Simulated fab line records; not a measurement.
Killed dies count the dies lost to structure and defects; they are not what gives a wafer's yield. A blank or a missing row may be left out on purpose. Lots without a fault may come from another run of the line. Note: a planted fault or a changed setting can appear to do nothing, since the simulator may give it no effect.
fab line records + flow nand_harc
[record]
- lots = 13
- wafers = 39
- last_day = 24
route steps=1159 shown P_ZERO_WELL@26 P_STI@100
lots with no fault: from the same line, run without faults
start_h: start of the lot's first displayed wafer, in hours after the record's first day + wait_h: hours elapsed since this lot's preceding step + " the same as in the row above + L1.1+2: one row covering several wafers at once + - value missing, or start not given + * or withheld: withheld + < > ~ a bound
route shown NAME@n: names a module that has steps shown in the file, with the first one's number in the route + usual: mean/standard deviation of fault-free wafers + same: alike in all rows + chamber/n: place in a boat + sites: the reading at each site + _std_site: their standard deviation + _edge_site: inner sites' mean taken away from outer sites' mean + radius_mm: how far each site lies from the wafer's centre + mask NAME#n: copy n + behind: tool/chamber where the wafer was last shaped + hold: why the lot went on hold/how many hours it stayed there/how the hold came to an end + device: names the non-switching transistor (n, p or np) + end of line: the same wafers' tests at the end of the route + step lacking rows: just its recipe + killed: the dies lost at the first sort to structure and to defects; this is not the yield of the wafer + map: per-die view of a wafer (x killed, . not killed, _ where there is no die)
set.NAME: the setting the step ran with; set.NAME@STEP: the setting that earlier step ran with + model.NAME: the simulator's own value behind a step, which no gauge read
a sample of lots followed through the steps of the route, with each step as a table and each wafer as a row
services: when a tool's chamber went out of use (start_h, in hours from the record's first day, below 0 if earlier), for how many hours, and the reason
[[steps]]
[step NHARC_P_ZERO_WELL_EXPOSE_21]
[recipe]
- na = 0.6
- target_cd_nm = 720
- dose_mj = 22.31
- mask_id = P_NWELL
[same]
- na = 0.6
| lot.wafer  | tool           | chamber | start_h | wait_h | mask      |
|------------|----------------|---------|---------|--------|-----------|
| L503.2+3+4 | krf_scanner-03 | 0       | 14.31   | -      | P_NWELL#0 |
| L505.2+3+5 | krf_scanner-04 | 0       | 26.43   | -      | P_NWELL#0 |
| L508.1+3+5 | krf_scanner-01 | 0       | 44.33   | -      | P_NWELL#0 |
| L509.2+3+6 | krf_scanner-03 | 0       | 50.46   | -      | P_PWELL#0 |
| L511.1+4+5 | krf_scanner-01 | 0       | 62.40   | -      | P_NWELL#0 |
| L514.1+3+6 | krf_scanner-03 | 0       | 80.32   | -      | P_NWELL#0 |
| L519.3+4+6 | krf_scanner-01 | 0       | 110.32  | -      | P_NWELL#0 |
| L520.3+5+6 | krf_scanner-03 | 0       | 116.43  | -      | P_NWELL#0 |
| L521.3+5+6 | krf_scanner-03 | 0       | 122.32  | -      | P_NWELL#0 |
| L522.2+3+6 | krf_scanner-04 | 0       | 128.47  | -      | P_NWELL#0 |
| L523.1+2+3 | krf_scanner-04 | 0       | 134.47  | -      | P_NWELL#0 |
| L524.2+3+6 | krf_scanner-01 | 0       | 140.50  | -      | P_NWELL#0 |
| L525.1+2+3 | krf_scanner-03 | 0       | 146.46  | -      | P_NWELL#0 |
[step NHARC_P_ZERO_WELL_CD_MEAS_24]
[recipe]
- target_cd_nm = 720
- landing_energy_ev = 500
[usual]
- cd_nm = 719.9/1.3
| lot.wafer | tool      | chamber | start_h | wait_h | cd_nm |
|-----------|-----------|---------|---------|--------|-------|
| L503.2    | cd_sem-02 | 0       | 14.46   | -      | 719.1 |
| L503.3    | "         | 0       | "       | "      | 717.6 |
| L503.4    | "         | 0       | "       | "      | 717.5 |
| L505.2    | cd_sem-02 | 0       | 26.58   | -      | 717.9 |
| L505.3    | "         | 0       | "       | "      | 717.8 |
| L505.5    | "         | 0       | "       | "      | 718.2 |
| L508.1    | cd_sem-02 | 0       | 44.49   | -      | 720.7 |
| L508.3    | "         | 0       | "       | "      | 721.5 |
| L508.5    | "         | 0       | "       | "      | 720.1 |
| L509.2    | cd_sem-03 | 0       | 50.62   | -      | -     |
| L509.3    | "         | 0       | "       | "      | -     |
| L509.6    | "         | 0       | "       | "      | -     |
| L511.1    | cd_sem-03 | 0       | 62.55   | -      | 719.1 |
| L511.4    | "         | 0       | "       | "      | 718.9 |
| L511.5    | "         | 0       | "       | "      | 720.9 |
| L514.1    | cd_sem-02 | 0       | 80.47   | -      | 719.9 |
| L514.3    | "         | 0       | "       | "      | 721.0 |
| L514.6    | "         | 0       | "       | "      | 718.4 |
| L519.3    | cd_sem-01 | 0       | 110.47  | -      | 719.0 |
| L519.4    | "         | 0       | "       | "      | 719.3 |
| L519.6    | "         | 0       | "       | "      | 718.6 |
| L520.3    | cd_sem-02 | 0       | 116.58  | -      | 719.6 |
| L520.5    | "         | 0       | "       | "      | 719.9 |
| L520.6    | "         | 0       | "       | "      | 720.1 |
| L521.3    | cd_sem-03 | 0       | 122.47  | -      | 719.3 |
| L521.5    | "         | 0       | "       | "      | 719.3 |
| L521.6    | "         | 0       | "       | "      | 719.5 |
| L522.2    | cd_sem-03 | 0       | 128.62  | -      | 717.9 |
| L522.3    | "         | 0       | "       | "      | 719.8 |
| L522.6    | "         | 0       | "       | "      | 720.7 |
| L523.1    | cd_sem-02 | 0       | 134.63  | -      | 720.9 |
| L523.2    | "         | 0       | "       | "      | 719.5 |
| L523.3    | "         | 0       | "       | "      | 719.3 |
| L524.2    | cd_sem-03 | 0       | 140.66  | -      | 719.8 |
| L524.3    | "         | 0       | "       | "      | 720.1 |
| L524.6    | "         | 0       | "       | "      | 718.2 |
| L525.1    | cd_sem-02 | 0       | 146.63  | -      | 719.6 |
| L525.2    | "         | 0       | "       | "      | 720.5 |
| L525.3    | "         | 0       | "       | "      | 720.3 |
[step NHARC_P_ZERO_WELL_DESCUM_26]
[recipe]
- time_s = 3
- o2_flow_sccm = 200
- ar_flow_sccm = 0
- bias_power_w = 0
- chemistry = O2
[usual]
- drypump_motor_current_A = 5.8/0.58
- oes_product_au = 1.003/0.0088
- rf_vpp_V = 58.0/0.91
- showerhead_plenum_p_Torr = 1.93/0.066
- throttle_valve_pct = 11.311/0.01
| lot.wafer | tool        | chamber | start_h | wait_h | drypump_motor_current_A | oes_product_au | rf_hours_counter_h | rf_vpp_V | showerhead_plenum_p_Torr | throttle_valve_pct |
|-----------|-------------|---------|---------|--------|-------------------------|----------------|--------------------|----------|--------------------------|--------------------|
| L503.3    | rie_diel-06 | 0       | 14.64   | -      | 6.3                     | 1.001          | 5.9                | 56.5     | 1.98                     | 11.312             |
| L503.2    | "           | 1       | "       | "      | 4.8                     | 1.005          | 6.4                | 58.4     | 1.95                     | 11.305             |
| L503.4    | "           | 0       | "       | "      | 6.4                     | 1.004          | -                  | 58.4     | 1.98                     | 11.314             |
| L505.3    | rie_diel-06 | 1       | 26.75   | -      | 4.8                     | 0.995          | 7.0                | 58.4     | 1.95                     | 11.323             |
| L505.2    | "           | 2       | "       | "      | 5.7                     | 1.007          | 6.7                | 57.9     | 1.85                     | 11.310             |
| L505.5    | "           | 1       | "       | "      | 4.8                     | 1.004          | -                  | 57.1     | 1.95                     | 11.301             |
| L508.3    | rie_diel-10 | 0       | 44.65   | -      | 5.6                     | 0.991          | 3.4                | 57.3     | 1.90                     | 11.332             |
| L508.1    | "           | 3       | "       | "      | 6.8                     | 0.992          | 4.3                | 57.2     | 1.85                     | 11.306             |
| L508.5    | "           | 0       | "       | "      | 5.6                     | 1.005          | -                  | 57.8     | 1.90                     | 11.315             |
| L509.3    | rie_diel-10 | 3       | 50.80   | -      | 6.8                     | 0.994          | 4.4                | 58.5     | 1.85                     | 11.289             |
| L509.2    | "           | 0       | "       | "      | 5.6                     | 0.994          | 3.5                | 58.0     | 1.90                     | 11.311             |
| L509.6    | "           | 1       | "       | "      | 5.3                     | 0.981          | -                  | 56.9     | 1.95                     | 11.317             |
| L511.1    | rie_diel-06 | 3       | 62.71   | -      | 6.8                     | 0.989          | 7.3                | 55.7     | 1.85                     | 11.296             |
| L511.4    | "           | 1       | "       | "      | 4.8                     | 0.997          | 9.1                | 57.0     | 1.95                     | 11.308             |
| L511.5    | "           | 3       | "       | "      | 6.8                     | 1.003          | -                  | 56.2     | 1.85                     | 11.313             |
| L514.3    | rie_diel-10 | 1       | 80.65   | -      | 5.3                     | 0.983          | 5.6                | 57.9     | 1.95                     | 11.314             |
| L514.1    | "           | 3       | "       | "      | 6.8                     | 0.996          | 7.4                | 58.5     | 1.85                     | 11.318             |
| L514.6    | "           | 0       | "       | "      | 5.6                     | 0.996          | -                  | 57.8     | 1.90                     | 11.315             |
| L519.4    | rie_diel-10 | 2       | 110.65  | -      | 5.1                     | 0.989          | 9.0                | 59.1     | 1.90                     | 11.332             |
| L519.3    | "           | 3       | "       | "      | 6.8                     | 0.992          | 9.6                | 57.7     | 1.85                     | 11.311             |
| L519.6    | "           | 0       | "       | "      | 5.6                     | 1.003          | -                  | 58.9     | 1.90                     | 11.309             |
| L520.3    | rie_diel-10 | 0       | 116.75  | -      | 5.7                     | 0.988          | 9.0                | 57.7     | 1.89                     | 11.295             |
| L520.5    | "           | 3       | "       | "      | 6.8                     | 0.985          | -                  | 56.0     | 1.85                     | 11.330             |
| L520.6    | "           | 0       | "       | "      | 5.7                     | 0.995          | -                  | 57.7     | 1.90                     | 11.316             |
| L521.3    | rie_diel-05 | 1       | 122.64  | -      | 6.2                     | 1.007          | 8.0                | 58.0     | 1.91                     | 11.302             |
| L521.6    | "           | 0       | "       | "      | 5.7                     | 1.014          | -                  | 57.7     | 1.88                     | 11.315             |
| L521.5    | "           | 1       | "       | "      | 6.2                     | 1.001          | -                  | 57.9     | 1.91                     | 11.305             |
| L522.2    | rie_diel-05 | 1       | 128.78  | -      | 6.2                     | 1.013          | 8.8                | 57.1     | 1.91                     | 11.311             |
| L522.3    | "           | 2       | "       | "      | 5.2                     | 1.020          | 7.5                | 57.5     | 2.04                     | 11.320             |
| L522.6    | "           | 1       | "       | "      | 6.2                     | 1.005          | -                  | 58.6     | 1.91                     | 11.318             |
| L523.3    | rie_diel-05 | 3       | 134.80  | -      | 6.2                     | 1.002          | 8.0                | 57.7     | 2.04                     | 11.297             |
| L523.1    | "           | 0       | "       | "      | 5.6                     | 1.010          | 8.7                | 58.0     | 1.88                     | 11.313             |
| L523.2    | "           | 2       | "       | "      | 5.2                     | 1.003          | 7.8                | 56.8     | 2.04                     | 11.296             |
| L524.3    | rie_diel-10 | 3       | 140.83  | -      | 6.8                     | 0.994          | 12.5               | 57.2     | 1.85                     | 11.307             |
| L524.2    | "           | 0       | "       | "      | 5.6                     | 0.995          | 12.0               | 56.9     | 1.89                     | 11.315             |
| L524.6    | "           | 2       | "       | "      | 5.1                     | 0.990          | -                  | 58.4     | 1.90                     | 11.304             |
| L525.3    | rie_diel-05 | 1       | 146.79  | -      | 6.2                     | 1.002          | 9.2                | 58.9     | 1.91                     | 11.322             |
| L525.1    | "           | 2       | "       | "      | 5.2                     | 0.997          | 8.9                | 58.6     | 2.04                     | 11.307             |
| L525.2    | "           | 0       | "       | "      | 5.6                     | 1.004          | 9.7                | 57.6     | 1.88                     | 11.302             |
[step NHARC_P_STI_CMP_21]
[recipe]
- t_overpolish_s = 20
- target_thk_nm = 380.67
[usual]
- motor_current_A = 12.5/1.1
- overpolish_run_s = 20.001/0.0086
- retaining_ring_pressure_frac = 1.000/0.0051
| lot.wafer | tool   | chamber | start_h | wait_h | motor_current_A | overpolish_run_s | retaining_ring_pressure_frac |
|-----------|--------|---------|---------|--------|-----------------|------------------|------------------------------|
| L503.3    | cmp-02 | 2       | 61.88   | 0.4    | 13.2            | 19.987           | 0.990                        |
| L503.4    | "      | 0       | "       | "      | 12.9            | 20.002           | 1.005                        |
| L503.2    | "      | 1       | "       | "      | 12.8            | 19.994           | 0.998                        |
| L505.3    | cmp-02 | 3       | 70.35   | 0.4    | 12.5            | 19.994           | 0.995                        |
| L505.2    | "      | 1       | "       | "      | 11.8            | 20.001           | 1.004                        |
| L505.5    | "      | 0       | "       | "      | 12.7            | 19.994           | 0.995                        |
| L508.3    | cmp-02 | 3       | 81.40   | 0.4    | 13.0            | 20.025           | 1.000                        |
| L508.1    | "      | 0       | "       | "      | 12.8            | 20.002           | 0.995                        |
| L508.5    | "      | 1       | "       | "      | 11.9            | 19.989           | 1.009                        |
| L511.1    | cmp-04 | 0       | 98.23   | 0.4    | 10.8            | 19.997           | 1.005                        |
| L511.4    | "      | 3       | "       | "      | 14.1            | 20.006           | 1.003                        |
| L511.5    | "      | 0       | "       | "      | 10.2            | 19.994           | 1.000                        |
| L514.3    | cmp-02 | 0       | 133.76  | 0.4    | 12.1            | 20.014           | 0.994                        |
| L514.1    | "      | 2       | "       | "      | 12.6            | 19.991           | 1.000                        |
| L514.6    | "      | 1       | "       | "      | 11.7            | 20.004           | 1.011                        |
| L519.4    | cmp-01 | 2       | 151.70  | 0.4    | 11.0            | 19.998           | 0.989                        |
| L519.3    | "      | 0       | "       | "      | 10.8            | 20.003           | 0.993                        |
| L519.6    | "      | 3       | "       | "      | 12.9            | 20.009           | 0.997                        |
| L520.3    | cmp-02 | 0       | 164.38  | 0.4    | 12.9            | 19.999           | 1.004                        |
| L520.5    | "      | 0       | "       | "      | 12.2            | 20.010           | 1.004                        |
| L520.6    | "      | 1       | "       | "      | 11.9            | 20.005           | 0.998                        |
| L521.3    | cmp-01 | 3       | 164.43  | 0.4    | 13.7            | 19.985           | 0.991                        |
| L521.5    | "      | 0       | "       | "      | 11.2            | 20.005           | 0.994                        |
| L521.6    | "      | 1       | "       | "      | 11.8            | 20.001           | 1.005                        |
| L522.2    | cmp-04 | 3       | 170.33  | 0.4    | 15.0            | 19.999           | 1.005                        |
| L522.3    | "      | 0       | "       | "      | 10.7            | 20.012           | 0.998                        |
| L522.6    | "      | 2       | "       | "      | 13.7            | 20.001           | 1.005                        |
| L523.2    | cmp-02 | 0       | 179.09  | 0.4    | 12.8            | 19.992           | 1.010                        |
| L523.1    | "      | 2       | "       | "      | 13.8            | 20.003           | 1.004                        |
| L523.3    | "      | 3       | "       | "      | 13.0            | 19.999           | 0.992                        |
| L524.2    | cmp-02 | 0       | 183.83  | 0.4    | 13.2            | 19.994           | 0.996                        |
| L524.3    | "      | 3       | "       | "      | 13.0            | 20.000           | 1.006                        |
| L524.6    | "      | 1       | "       | "      | 12.3            | 19.995           | 0.982                        |
| L525.1    | cmp-04 | 2       | 183.85  | 0.4    | 14.8            | 20.005           | 1.006                        |
| L525.3    | "      | 3       | "       | "      | 14.8            | 19.995           | 1.002                        |
| L525.2    | "      | 0       | "       | "      | 10.4            | 20.000           | 1.000                        |
[step NHARC_P_STI_INSPECT_25]
[usual]
- raw_defect_count = 218/80
| lot.wafer | tool              | chamber | start_h | wait_h | raw_defect_count |
|-----------|-------------------|---------|---------|--------|------------------|
| L503.2    | defect_inspect-01 | -       | 74.02   | 0.4    | 106              |
| L503.3    | "                 | -       | "       | "      | 148              |
| L503.4    | "                 | -       | "       | "      | 99               |
| L505.2    | defect_inspect-02 | -       | 78.75   | 0.4    | 325              |
| L505.3    | "                 | -       | "       | "      | 284              |
| L505.5    | "                 | -       | "       | "      | 373              |
| L508.1    | defect_inspect-01 | -       | 89.88   | 0.4    | 199              |
| L508.3    | "                 | -       | "       | "      | 277              |
| L508.5    | "                 | -       | "       | "      | 201              |
| L511.1    | defect_inspect-01 | -       | 107.63  | 0.4    | 174              |
| L511.4    | "                 | -       | "       | "      | 136              |
| L511.5    | "                 | -       | "       | "      | 135              |
| L514.1    | defect_inspect-01 | -       | 142.87  | 0.4    | 162              |
| L514.3    | "                 | -       | "       | "      | 231              |
| L514.6    | "                 | -       | "       | "      | 367              |
| L519.3    | defect_inspect-01 | -       | 161.34  | 0.4    | 343              |
| L519.4    | "                 | -       | "       | "      | 274              |
| L519.6    | "                 | -       | "       | "      | 243              |
| L520.3    | defect_inspect-02 | -       | 176.04  | 0.4    | 196              |
| L520.5    | "                 | -       | "       | "      | 234              |
| L520.6    | "                 | -       | "       | "      | 166              |
| L521.3    | defect_inspect-01 | -       | 176.04  | 0.4    | 291              |
| L521.5    | "                 | -       | "       | "      | 227              |
| L521.6    | "                 | -       | "       | "      | 185              |
| L522.2    | defect_inspect-02 | -       | 176.04  | 0.4    | 259              |
| L522.3    | "                 | -       | "       | "      | 182              |
| L522.6    | "                 | -       | "       | "      | 318              |
| L523.1    | defect_inspect-01 | -       | 187.57  | 0.4    | 160              |
| L523.2    | "                 | -       | "       | "      | 241              |
| L523.3    | "                 | -       | "       | "      | 119              |
| L525.1    | defect_inspect-01 | -       | 194.47  | 0.4    | 162              |
| L525.2    | "                 | -       | "       | "      | 239              |
| L525.3    | "                 | -       | "       | "      | 179              |
| L524.2    | defect_inspect-02 | -       | 194.48  | 0.4    | 144              |
| L524.3    | "                 | -       | "       | "      | 225              |
| L524.6    | "                 | -       | "       | "      | 156              |
[[services]]
| tool           | chamber | start_h | hours | kind   |
|----------------|---------|---------|-------|--------|
| krf_scanner-03 | -       | -4.00   | 4.0   | pm     |
| krf_scanner-01 | -       | -2.31   | 0.3   | repair |
| rie_diel-10    | -       | -0.50   | 9.0   | pm     |
| rie_diel-06    | 3       | 6.99    | 20.7  | repair |
| cmp-04         | -       | 8.92    | 4.0   | pm     |
| krf_scanner-04 | -       | 9.36    | 0.8   | repair |
| krf_scanner-01 | -       | 10.03   | 0.4   | repair |
| cmp-02         | -       | 25.54   | 1.4   | repair |
| cmp-02         | -       | 37.02   | 4.0   | pm     |
| krf_scanner-03 | -       | 56.02   | 0.6   | repair |
| rie_diel-05    | 2       | 58.96   | 4.0   | repair |
| rie_diel-06    | -       | 64.20   | 9.0   | pm     |
| cmp-04         | -       | 79.11   | 2.7   | repair |
| cmp-02         | -       | 79.96   | 1.3   | repair |
| krf_scanner-04 | -       | 84.62   | 4.0   | pm     |
| krf_scanner-01 | -       | 85.39   | 4.0   | pm     |
| cmp-04         | -       | 106.92  | 4.0   | pm     |
| krf_scanner-03 | -       | 131.76  | 2.0   | repair |
| rie_diel-05    | 1       | 133.10  | 7.0   | repair |
| cmp-02         | -       | 135.02  | 4.0   | pm     |
| krf_scanner-01 | -       | 146.01  | 1.8   | repair |
| rie_diel-05    | -       | 163.62  | 9.0   | pm     |
| krf_scanner-03 | -       | 168.00  | 4.0   | pm     |
| rie_diel-10    | -       | 176.50  | 9.0   | pm     |
[[key]]
[first_sign]
- step = NHARC_P_ZERO_WELL_EXPOSE_21
- reading = mask
- direction = changed
[effect]
- step = NHARC_P_ZERO_WELL_CD_MEAS_24
- reading = cd_nm
- direction = missing
met_at NHARC_P_ZERO_WELL_EXPOSE_21
struck_lots L509
later_rows_left_out L509.2,L509.3,L509.6
sort_left_out L509.2,L509.3,L509.6
tester_left_out L509
not_acting_at NHARC_P_ZERO_WELL_DESCUM_26,NHARC_P_STI_CMP_21,NHARC_P_STI_INSPECT_25
onset_between 14.31 50.46
[fault]
- kind = wrong_mask
- tool = any
- chamber = -
- onset_h = 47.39
- steps = NHARC_P_ZERO_WELL_EXPOSE_21
- aux_copy = P_PWELL#0
- scope = struck_lots_only
// tester_left_out: of these lots the tester's yield and bins aren't shown, on N5 and GAA mostly nor the transistor test; their killed dies are dies lost to structure and defects alone, not to doping, threshold or leakage, so they don't give the yield
// sort_left_out: the simulated sort isn't trusted on such a fault, so these wafers' sort isn't shown, and their yield isn't known
// later_rows_left_out: the simulator's readings of these wafers behind a module that went badly wrong aren't trusted and aren't shown, but for the sort
